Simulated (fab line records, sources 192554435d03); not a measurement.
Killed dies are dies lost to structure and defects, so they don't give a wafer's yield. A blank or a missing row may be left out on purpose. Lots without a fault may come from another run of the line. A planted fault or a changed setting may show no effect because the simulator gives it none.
fab line records | flow n5_finfet
record lots=7 wafers=21
route steps=1938 shown SD_EPI_P@321 SD_ACTIVATION@331 HKMG_FIN@434 MOL_CONTACT_COAG@531 BEOL_M0_SAQP@698 BEOL_M1@797
start_h: hours from the record's first day to the start of the lot's first wafer shown | wait_h: hours since the lot's step before | " the same as in the row above | L1.1+2: a row that stands for several wafers | - no value, or no start given | * or withheld: withheld | < > ~ a bound
route shown NAME@n: a module of which the file shows steps, and the number in the route of the first | usual: mean/standard deviation of fault-free wafers | same: alike in all rows | chamber/n: place in a boat | sites: the reading at each site | _std_site: their standard deviation | _edge_site: outer sites' mean less inner sites' | radius_mm: how far each site lies from the wafer's centre | mask NAME#n: copy n | behind: the tool/chamber that last shaped the wafer | hold: why the lot was held/for how many hours/how that ended | device: the transistor (n, p or np) that didn't switch | end of line: the same wafers' tests at the end of the route | a step without rows: its recipe alone | killed: dies lost to structure and defects at the first sort, not the wafer's yield | map: a wafer's dies, x killed, . not, _ none there
set.NAME: the setting as run; set.NAME@STEP: as run at that earlier step | model.NAME: the simulator's own value behind a step, which no gauge read
lots whose settings were changed on purpose; a table a step, a row a wafer
## steps
# step N5_SD_EPI_P_EPI_21
# recipe material=SiGe:B dopant=B temp_c=550 pressure_torr=20 ambient=H2 time_s=355
# columns lot.wafer tool chamber start_h wait_h set.epi_growth_time_s model.SiGe-B_of_SD_EPI_P_EPI_21.thk_nm
L079.3+4 epi_rpcvd-01 0 87.05 0.8 355 62.4
L079.6 " 0 88.13 1.8 355 61.2
L081.1 epi_rpcvd-01 0 99.25 0.1 355 60.2
L081.2 " 0 " " 379.6 63.8
L081.4 " 0 " " 355 60.8
L088.1 epi_rpcvd-02 0 138.34 0.1 366 61.4
L088.3 " 0 " " 355 60.4
L088.4 " 0 " " 366 62
L091.2+3 epi_rpcvd-04 0 164.17 0.5 355 60
L091.5 " 0 165.25 1.5 355 60.2
L094.3+4 epi_rpcvd-01 0 178.71 0.8 355 61.8
L094.6 " 0 179.79 1.8 355 60
L095.2 epi_rpcvd-01 0 185.36 0.5 318.2 56.4
L095.3 " 0 " " 318.2 57.2
L095.6 " 0 186.80 1.8 355 60.8
L096.3 epi_rpcvd-01 0 189.13 0.8 355 60.6
L096.4 " 0 " " 355 61.2
L096.6 " 0 " " 355 61.6
# step N5_SD_EPI_P_EPI_MEAS_23
# recipe mode=xrd
# usual thk_nm=60.8/1.2
# columns lot.wafer tool chamber start_h wait_h set.epi_growth_time_s@SD_EPI_P_EPI_21 thk_nm
L079.3 film_metro-02 - 88.53 1.1 355 61.2
L079.4 " - " " 355 62.3
L079.6 " - " " 355 61.7
L081.1 film_metro-01 - 101.44 1.8 355 60.3
L081.2 " - " " 379.6 64.9
L081.4 " - " " 355 62.9
L088.1 film_metro-01 - 140.54 1.8 366 61.7
L088.3 " - " " 355 59.7
L088.4 " - " " 366 62.0
L091.2 film_metro-02 - 166.01 1.5 355 60.3
L091.3 " - " " 355 59.6
L091.5 " - " " 355 60.9
L094.3 film_metro-02 - 180.19 1.1 355 62.1
L094.4 " - " " 355 61.2
L094.6 " - " " 355 60.9
L095.2 film_metro-02 - 187.20 1.5 318.2 56.1
L095.3 " - " " 318.2 58.1
L095.6 " - " " 355 62.4
L096.3 film_metro-02 - 190.61 1.1 355 62.9
L096.4 " - " " 355 61.4
L096.6 " - " " 355 60.7
# step N5_SD_EPI_P_HM_STRIP_48
# recipe chemistry=H3PO4 temp_c=160 material=SiNx target=SiNx target_depth_a=30 overetch_fraction=0.3
# columns lot.wafer tool chamber start_h wait_h set.epi_growth_time_s@SD_EPI_N_EPI_21 set.epi_growth_time_s@SD_EPI_P_EPI_21 model.Si-P_of_SD_EPI_N_EPI_21.thk_nm model.SiGe-B_of_SD_EPI_P_EPI_21.thk_nm
L079.3 wet_bench-03 5 88.56 0.0 628.1 355 55 62
L079.4 " 6 " " 690 355 58.2 62.2
L079.6 " 2 " " 690 355 59 61
L081.1 wet_bench-03 0 101.48 0.0 690 355 58 59.8
L081.2 " 7 " " 690 379.6 58.2 63.6
L081.4 " 4 " " 690 355 58 60.6
L088.1 wet_bench-03 4 140.57 0.0 690 366 58.2 61
L088.3 " 5 " " 690 355 59 60
L088.4 " 6 " " 690 366 58 61.8
L091.2 wet_bench-02 4 166.05 0.0 690 355 58 59.8
L091.3 " 1 " " 690 355 57.6 59.6
L091.5 " 5 " " 690 355 57.6 59.8
L094.3+4 wet_bench-03 2,4 180.23 0.0 690 355 57.8 61.4
L094.6 " 1 " " 626 355 54.6 59.8
L095.2 wet_bench-02 6 187.24 0.0 644.5 318.2 55.8 56
L095.3 " 2 " " 690 318.2 59.4 57
L095.6 " 1 " " 690 355 58.6 60.6
L096.3 wet_bench-05 7 190.64 0.0 690 355 58.4 60.4
L096.4 " 4 " " 690 355 58.6 61
L096.6 " 6 " " 690 355 58.2 61.2
# step N5_SD_ACTIVATION_LSA_01
# recipe temp_c=1080 time_s=0.0008 ambient=N2
# usual wafer_temp_C_max=1085.1/1.1
# columns lot.wafer tool chamber start_h wait_h set.temp_c wafer_temp_C_max
L079.3 laser_anneal-01 0 88.99 0.2 1080 1085.8
L079.4 " 0 " " 1107 1113.2
L079.6 " 0 " " 1080 1085.3
L081.1 laser_anneal-01 0 101.90 0.2 1050 1055.6
L081.2 " 0 " " 1050 1055.3
L081.4 " 0 " " 1050 1055.8
L088.1 laser_anneal-01 0 141.00 0.2 1080 1086.6
L088.3 " 0 " " 1080 1085.7
L088.4 " 0 " " 1055 1060.8
L091.2 laser_anneal-01 0 166.56 0.2 1080 1084.8
L091.3 " 0 " " 1051 1057.0
L091.5 " 0 " " 1080 1085.7
L094.3 laser_anneal-02 0 180.65 0.2 1080 1085.6
L094.4 " 0 " " 1065 1069.0
L094.6 " 0 " " 1065 1069.4
L095.2 laser_anneal-01 0 187.63 0.2 1080 1087.3
L095.3 " 0 " " 1080 1084.8
L095.6 " 0 " " 1080 1085.4
L096.3 laser_anneal-02 0 191.26 0.2 1080 1084.3
L096.4 " 0 " " 1080 1084.3
L096.6 " 0 " " 1080 1086.5
# step N5_HKMG_FIN_ETCH_31
# recipe chemistry=CF4 target=SiARC target_depth_a=455 mask_material=CAR-ArF time_s=75.8 ion_energy_ev=80 pressure_mtorr=40 source_w=545 bias_w=36 Ar_flow_sccm=100 cf4_flow_sccm=100 ends=cleared
# usual rf_vpp_V=184.8/1.1
# columns lot.wafer tool chamber start_h wait_h set.bias_w rf_vpp_V
L079.3 rie_diel-04 1 105.83 0.0 38.59 194.1
L079.4 " 3 " " 36 183.3
L079.6 " 1 " " 36 185.1
L081.1 rie_diel-05 0 118.07 0.0 36 186.2
L081.2 " 2 " " 30.22 163.8
L081.4 " 1 " " 36 184.9
L088.1 rie_diel-04 1 157.63 0.0 38.06 192.9
L088.3 " 2 " " 36 185.5
L088.4 " 0 " " 36 183.9
L091.2 rie_diel-06 3 183.39 0.0 36 183.9
L091.3 " 0 " " 36 185.2
L091.5 " 0 " " 36 185.4
L094.3 rie_diel-04 1 198.02 0.0 36 184.5
L094.4 " 0 " " 39.61 194.2
L094.6 " 2 " " 39.61 199.5
L095.2 rie_diel-04 2 204.57 0.0 36 186.2
L095.3 " 3 " " 41.64 203.5
L095.6 " 2 " " 41.64 204.9
L096.3 rie_diel-04 2 209.40 0.0 36 185.4
L096.4 " 1 " " 36 183.1
L096.6 " 1 " " 36 184.5
# step N5_HKMG_FIN_ETCH_32
# recipe chemistry=N2/H2 target=SOC target_depth_a=2400 temp_c=40 time_s=300 ion_energy_ev=200 mask_material=SiARC pressure_mtorr=30 source_w=840 bias_w=150 n2_flow_sccm=200 h2_flow_sccm=200
# usual rf_vpp_V=526.0/2
# columns lot.wafer tool chamber start_h wait_h set.bias_w rf_vpp_V model.SiARC_of_HKMG_FIN_COAT_30.thk_nm
L079.3 rie_diel-04 1 105.88 0.0 150 526.8 21.8
L079.4 " 3 " " 150 524.6 20.6
L079.6 " 1 " " 150 528.1 21.8
L081.1 rie_diel-05 0 118.12 0.0 150 529.3 21.2
L081.2 " 2 " " 125.4 466.5 23.4
L081.4 " 1 " " 125.4 470.9 23.8
L088.1 rie_diel-04 1 157.68 0.0 150 525.1 22
L088.3 " 2 " " 150 527.7 20.8
L088.4 " 0 " " 150 522.4 20.8
L091.2 rie_diel-06 3 183.44 0.0 123.3 465.6 24.2
L091.3 " 0 " " 123.3 464.3 24
L091.5 " 0 " " 150 525.0 21
L094.3 rie_diel-04 1 198.07 0.0 141.2 506.3 23
L094.4 " 0 " " 141.2 504.8 21.8
L094.6 " 2 " " 150 527.6 21
L095.2 rie_diel-04 2 204.63 0.0 126.8 474.0 23.6
L095.3 " 3 " " 126.8 472.1 23.6
L095.6 " 2 " " 150 527.0 21.2
L096.3 rie_diel-04 2 209.45 0.0 150 527.7 20.8
L096.4 " 1 " " 150 525.7 21.8
L096.6 " 1 " " 150 526.3 22
# step N5_MOL_CONTACT_COAG_ETCH_105
# recipe chemistry=CF4 target=SiARC target_depth_a=156 mask_material=CAR-EUV time_s=26 ion_energy_ev=80 pressure_mtorr=40 source_w=545 bias_w=36 Ar_flow_sccm=100 cf4_flow_sccm=100 ends=cleared
# usual rf_vpp_V=184.7/1.1
# columns lot.wafer tool chamber start_h wait_h set.bias_w rf_vpp_V
L079.3 rie_diel-04 0 118.94 0.0 36 183.4
L079.4 " 3 " " 36 185.4
L079.6 " 2 " " 40.38 199.7
L081.1 rie_diel-05 2 130.11 0.0 36 182.8
L081.2 " 0 " " 36 186.0
L081.4 " 1 " " 36 184.5
L088.1 rie_diel-04 1 175.64 0.0 36 183.7
L088.3 " 3 " " 36 183.6
L088.4 " 0 " " 36 183.2
L091.2 rie_diel-06 3 197.53 0.0 32.29 172.6
L091.3 " 1 " " 32.29 172.0
L091.5 " 3 " " 32.29 172.2
L094.3 rie_diel-05 3 210.12 0.0 36 185.6
L094.4 " 0 " " 36 186.1
L094.6 " 2 " " 36 182.5
L095.2 rie_diel-05 3 217.00 0.0 36 184.7
L095.3 " 2 " " 39.22 193.5
L095.6 " 1 " " 36 183.4
L096.3 rie_diel-04 3 221.58 0.0 36 184.1
L096.4 " 2 " " 36 185.6
L096.6 " 3 " " 36 184.6
# step N5_MOL_CONTACT_COAG_COAT_63
# recipe resist=SiARC temp_c=220 time_s=60 spin_rpm=1500 resist_thk_nm=10
# columns lot.wafer tool chamber start_h wait_h set.spin_rpm model.SiARC_of_MOL_CONTACT_COAG_COAT_63.thk_nm
L079.3+4+6 litho_track-01 0 - - 1500 10
L081.1 litho_track-01 0 - - 1347 10.6
L081.2+4 " 0 " " 1500 10
L088.1+4 litho_track-05 0 - - 1500 10
L088.3 " 0 " " 1592 9.8
L091.2+3 litho_track-05 0 - - 1580 9.8
L091.5 " 0 " " 1500 10
L094.3 litho_track-05 0 - - 1454 10.2
L094.4+6 " 0 " " 1500 10
L095.2 litho_track-04 0 - - 1356 10.6
L095.3 " 0 " " 1356 10.4
L095.6 " 0 " " 1500 10
L096.3+4+6 litho_track-01 0 - - 1500 10
# step N5_MOL_CONTACT_COAG_COAT_64
# recipe resist=underlayer temp_c=205 time_s=60 spin_rpm=1500 resist_thk_nm=10
# step N5_MOL_CONTACT_COAG_COAT_34
# recipe resist=CAR-EUV spin_rpm=1500 resist_thk_nm=40
# step N5_MOL_CONTACT_COAG_DESCUM_45
# recipe chemistry=O2 time_s=7 source_power_w=50 bias_power_w=20 pressure_mtorr=20 rf_frequency_hz=2.712e+07 temp_c=40 resist=CAR-EUV o2_flow_sccm=225
# step N5_MOL_CONTACT_COAG_ETCH_65
# recipe chemistry=N2/H2 target=underlayer target_depth_a=130 mask_material=CAR-EUV time_s=10.4 ion_energy_ev=200 pressure_mtorr=30 source_w=840 bias_w=150 n2_flow_sccm=200 h2_flow_sccm=200 ends=cleared
# step N5_MOL_CONTACT_COAG_ETCH_66
# recipe chemistry=CF4 target=SiARC target_depth_a=130 mask_material=CAR-EUV time_s=21.7 ion_energy_ev=80 pressure_mtorr=40 source_w=545 bias_w=36 Ar_flow_sccm=100 cf4_flow_sccm=100 ends=cleared
# columns lot.wafer tool chamber start_h wait_h set.spin_rpm@MOL_CONTACT_COAG_COAT_63 model.etch.depth_nm
L079.3 rie_diel-05 3 129.94 0.0 1500 10.03
L079.4+6 " 1 " " 1500 10.02
L081.1 rie_diel-05 1 146.55 0.0 1347 10.59
L081.2+4 " 3,0 " " 1500 10.03
L088.1+4 rie_diel-06 0,3 187.04 0.0 1500 10.02
L088.3 " 1 " " 1592 9.738
L091.2 rie_diel-05 3 211.36 0.0 1580 9.745
L091.3 " 0 " " 1580 9.766
L091.5 " 2 " " 1500 9.994
L094.3 rie_diel-06 0 222.49 0.0 1454 10.15
L094.4+6 " 2,1 " " 1500 10.02
L095.2 rie_diel-04 0 230.56 0.0 1356 10.53
L095.3 " 2 " " 1356 10.49
L095.6 " 0 " " 1500 10
L096.3 rie_diel-06 0 233.96 0.0 1500 9.946
L096.4 " 1 " " 1500 9.951
L096.6 " 1 " " 1500 9.968
# step N5_MOL_CONTACT_COAG_ALD_133
# recipe material=SiO2 target_thk_a=50 temp_c=100 ald_precursor_family=BDEAS ald_co_reactant=O2-plasma pulse_time_s=1 co_reactant_pulse_time_s=1 purge_time_s=2 co_reactant_purge_time_s=2 ald_cycles=35 pressure_torr=2
# step N5_MOL_CONTACT_COAG_ETCHBACK_134
# recipe chemistry=CHF3 target=SiO2 target_depth_a=100 time_s=6.7 ion_energy_ev=200 pressure_mtorr=30 source_w=610 bias_w=170 Ar_flow_sccm=200 CHF3_flow_sccm=50
# step N5_MOL_CONTACT_COAG_ETCH_67
# recipe chemistry=N2/H2 target=SOC target_depth_a=600 overetch_a=210 mask_material=SiARC temp_c=40 time_s=101.2 ion_energy_ev=200 pressure_mtorr=30 source_w=840 bias_w=150 n2_flow_sccm=200 h2_flow_sccm=200
# columns lot.wafer tool chamber start_h wait_h set.spin_rpm@MOL_CONTACT_COAG_COAT_63 model.SiARC_of_MOL_CONTACT_COAG_COAT_63.thk_nm
L079.3+4+6 rie_diel-04 3,0,2 130.23 0.0 1500 5.8
L081.1 rie_diel-04 0 147.04 0.0 1347 6.4
L081.2 " 2 " " 1500 5.8
L081.4 " 3 " " 1500 5.6
L088.1 rie_diel-04 0 187.50 0.0 1500 5.6
L088.3 " 2 " " 1592 5.4
L088.4 " 1 " " 1500 6
L091.2 rie_diel-05 0 211.92 0.0 1580 5.6
L091.3 " 1 " " 1580 5.4
L091.5 " 2 " " 1500 5.6
L094.3 rie_diel-05 3 222.88 0.0 1454 6
L094.4+6 " 0,3 " " 1500 6
L095.2 rie_diel-05 0 230.90 0.0 1356 6.4
L095.3 " 2 " " 1356 6.2
L095.6 " 3 " " 1500 5.8
L096.3+4+6 rie_diel-06 2,3,1 234.25 0.0 1500 5.8
# step N5_MOL_CONTACT_COAG_VIA_ETCH_117
# recipe chemistry=C4F6/O2 target_depth_a=400 overetch_a=80 mask_material=SOC target=SiO2 bias_w=455 pressure_mtorr=10 time_s=26 source_w=325 Ar_flow_sccm=300 C4F6_flow_sccm=10 O2_flow_sccm=10 ion_energy_ev=575.3 ends=end_point
# usual rf_vpp_V=1591/20
# columns lot.wafer tool chamber start_h wait_h set.bias_w rf_vpp_V
L079.3 rie_diel-04 3 130.35 0.0 455 1594
L079.4 " 0 " " 387.3 1403
L079.6 " 2 " " 455 1584
L081.1 rie_diel-04 0 147.16 0.0 511.4 1724
L081.2 " 2 " " 511.4 1728
L081.4 " 3 " " 455 1594
L088.1 rie_diel-04 0 187.62 0.0 501.9 1700
L088.3 " 2 " " 455 1584
L088.4 " 1 " " 501.9 1696
L091.2 rie_diel-05 0 212.05 0.0 455 1575
L091.3 " 1 " " 455 1598
L091.5 " 2 " " 455 1612
L094.3 rie_diel-05 3 223.00 0.0 455 1585
L094.4 " 0 " " 531.4 1767
L094.6 " 3 " " 455 1585
L095.2 rie_diel-05 0 231.02 0.0 417.7 1476
L095.3 " 2 " " 417.7 1512
L095.6 " 3 " " 417.7 1486
L096.3 rie_diel-06 2 234.37 0.0 455 1585
L096.4 " 3 " " 455 1601
L096.6 " 1 " " 455 1563
# step N5_MOL_CONTACT_COAG_CVD_140
# recipe material=W target_thk_a=665 mode=selective_fill temp_c=300 time_s=215
# columns lot.wafer tool chamber start_h wait_h set.target_thk_a model.W_of_MOL_CONTACT_COAG_CVD_140.thk_nm
L079.3 cvd_w-01 1 130.91 0.1 701.1 70.4
L079.4 " 0 " " 701.1 70.8
L079.6 " 0 " " 701.1 70.2
L081.1 cvd_w-01 0 147.65 0.1 665 66.2
L081.2+4 " 1 " " 577.4 57.4
L088.1 cvd_w-01 0 188.11 0.1 665 67.6
L088.3 " 1 " " 665 67.8
L088.4 " 0 " " 696.8 70
L091.2 cvd_w-02 1 212.53 0.1 598.7 59.8
L091.3 " 1 " " 598.7 59.4
L091.5 " 0 " " 665 66
L094.3 cvd_w-01 1 223.56 0.1 665 66.4
L094.4 " 0 " " 665 68
L094.6 " 1 " " 700 68.8
L095.2 cvd_w-02 1 231.52 0.1 709.9 71.8
L095.3 " 0 " " 709.9 72
L095.6 " 0 " " 665 66.8
L096.3 cvd_w-02 0 234.93 0.1 665 67.2
L096.4 " 1 " " 665 66.2
L096.6 " 1 " " 665 66.6
# step N5_BEOL_M0_SAQP_ALD_48
# recipe material=SiO2 target_thk_a=200 temp_c=100 ald_precursor_family=BDEAS ald_co_reactant=O2-plasma pulse_time_s=1 co_reactant_pulse_time_s=1 purge_time_s=2 co_reactant_purge_time_s=2 ald_cycles=139 pressure_torr=2
# columns lot.wafer tool chamber start_h wait_h set.ald_cycles model.SiO2_of_BEOL_M0_SAQP_ALD_48.thk_nm
L079.3+6 ald_sin-02 1,2 145.79 0.0 139 20
L079.4 " 3 " " 158 22.6
L081.1 ald_sin-04 3 159.46 0.0 120 17.2
L081.2 " 0 " " 139 20
L081.4 " 1 " " 139 19.8
L088.1 ald_sin-04 2 198.73 0.0 121 17.4
L088.3+4 " 1,3 " " 139 20
L091.2+3+5 ald_sin-04 1,2,2 225.80 0.0 139 19.8
L094.3 ald_sin-03 3 236.77 0.0 139 19.8
L094.4+6 " 0 " " 139 20
L095.2+6 ald_sin-04 0,3 243.83 0.2 153 22.2
L095.3 " 3 " " 139 20.2
L096.3+6 ald_sin-02 0,1 244.99 0.3 139 19.8
L096.4 " 1 " " 139 20
# step N5_BEOL_M1_VIA_ETCH_34
# recipe chemistry=C4F6/O2 target_depth_a=678 mask_material=SOC pressure_mtorr=15 ion_energy_ev=250 taper_deg=4 time_s=64.4 source_w=350 bias_w=170 Ar_flow_sccm=300 C4F6_flow_sccm=10 O2_flow_sccm=10
# usual rf_vpp_V=664/15
# columns lot.wafer tool chamber start_h wait_h set.bias_w rf_vpp_V
L079.3 rie_diel-03 1 161.46 0.0 170 656
L079.4 " 2 " " 170 652
L079.6 " 2 " " 170 650
L081.1 rie_diel-03 1 181.72 0.0 170 656
L081.2 " 3 " " 198.6 722
L081.4 " 0 " " 198.6 761
L088.1 rie_diel-02 2 210.51 0.0 170 662
L088.3 " 0 " " 184.2 715
L088.4 " 3 " " 184.2 719
L091.2 rie_diel-01 3 238.38 0.0 186.7 697
L091.3 " 0 " " 170 684
L091.5 " 0 " " 186.7 737
L094.3 rie_diel-02 1 255.31 0.0 188.5 706
L094.4 " 2 " " 170 660
L094.6 " 0 " " 188.5 728
L096.3 rie_diel-02 3 259.13 0.0 170 674
L096.4 " 2 " " 170 662
L096.6 " 0 " " 170 672
L095.2 rie_diel-03 2 259.31 0.0 188.5 705
L095.3 " 3 " " 188.5 691
L095.6 " 2 " " 188.5 707
## key
split step=N5_SD_EPI_P_EPI_21 setting=epi_growth_time_s stated=355 by=wafer
response step=N5_SD_EPI_P_EPI_21 reading=model.SiGe-B_of_SD_EPI_P_EPI_21.thk_nm change=+0.414 per=1% r=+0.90
response step=N5_SD_EPI_P_EPI_MEAS_23 reading=thk_nm change=* per=1% r=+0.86
response step=N5_SD_EPI_P_HM_STRIP_48 reading=model.SiGe-B_of_SD_EPI_P_EPI_21.thk_nm change=+0.426 per=1% r=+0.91
split step=N5_SD_ACTIVATION_LSA_01 setting=temp_c stated=1080 by=wafer
response step=N5_SD_ACTIVATION_LSA_01 reading=wafer_temp_C_max change=* per=1% r=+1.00
split step=N5_HKMG_FIN_ETCH_31 setting=bias_w stated=36 by=wafer
response step=N5_HKMG_FIN_ETCH_31 reading=rf_vpp_V change=+1.27 per=1% r=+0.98
split step=N5_HKMG_FIN_ETCH_32 setting=bias_w stated=150 by=wafer
response step=N5_HKMG_FIN_ETCH_32 reading=rf_vpp_V change=+3.52 per=1% r=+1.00
response step=N5_HKMG_FIN_ETCH_32 reading=model.SiARC_of_HKMG_FIN_COAT_30.thk_nm change=-0.163 per=1% r=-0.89
split step=N5_MOL_CONTACT_COAG_ETCH_105 setting=bias_w stated=36 by=wafer
response step=N5_MOL_CONTACT_COAG_ETCH_105 reading=rf_vpp_V change=+1.18 per=1% r=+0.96
split step=N5_MOL_CONTACT_COAG_COAT_63 setting=spin_rpm stated=1500 by=wafer
response step=N5_MOL_CONTACT_COAG_COAT_63 reading=model.SiARC_of_MOL_CONTACT_COAG_COAT_63.thk_nm change=-0.0509 per=1% r=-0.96
response step=N5_MOL_CONTACT_COAG_ETCH_66 reading=model.etch.depth_nm change=-0.0512 per=1% r=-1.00
response step=N5_MOL_CONTACT_COAG_ETCH_67 reading=model.SiARC_of_MOL_CONTACT_COAG_COAT_63.thk_nm change=-0.0549 per=1% r=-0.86
split step=N5_MOL_CONTACT_COAG_VIA_ETCH_117 setting=bias_w stated=455 by=wafer
response step=N5_MOL_CONTACT_COAG_VIA_ETCH_117 reading=rf_vpp_V change=+11.3 per=1% r=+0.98
split step=N5_MOL_CONTACT_COAG_CVD_140 setting=target_thk_a stated=665 by=wafer
response step=N5_MOL_CONTACT_COAG_CVD_140 reading=model.W_of_MOL_CONTACT_COAG_CVD_140.thk_nm change=+0.633 per=1% r=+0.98
split step=N5_BEOL_M0_SAQP_ALD_48 setting=ald_cycles stated=139 by=wafer
response step=N5_BEOL_M0_SAQP_ALD_48 reading=model.SiO2_of_BEOL_M0_SAQP_ALD_48.thk_nm change=+0.196 per=1% r=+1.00
split step=N5_BEOL_M1_VIA_ETCH_34 setting=bias_w stated=170 by=wafer
response step=N5_BEOL_M1_VIA_ETCH_34 reading=rf_vpp_V change=+5.01 per=1% r=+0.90
split outside_this_file step=N5_SD_EPI_N_EPI_21 setting=epi_growth_time_s
# split outside_this_file: this setting was split too, and the file shows its column; the key of that split is in another file
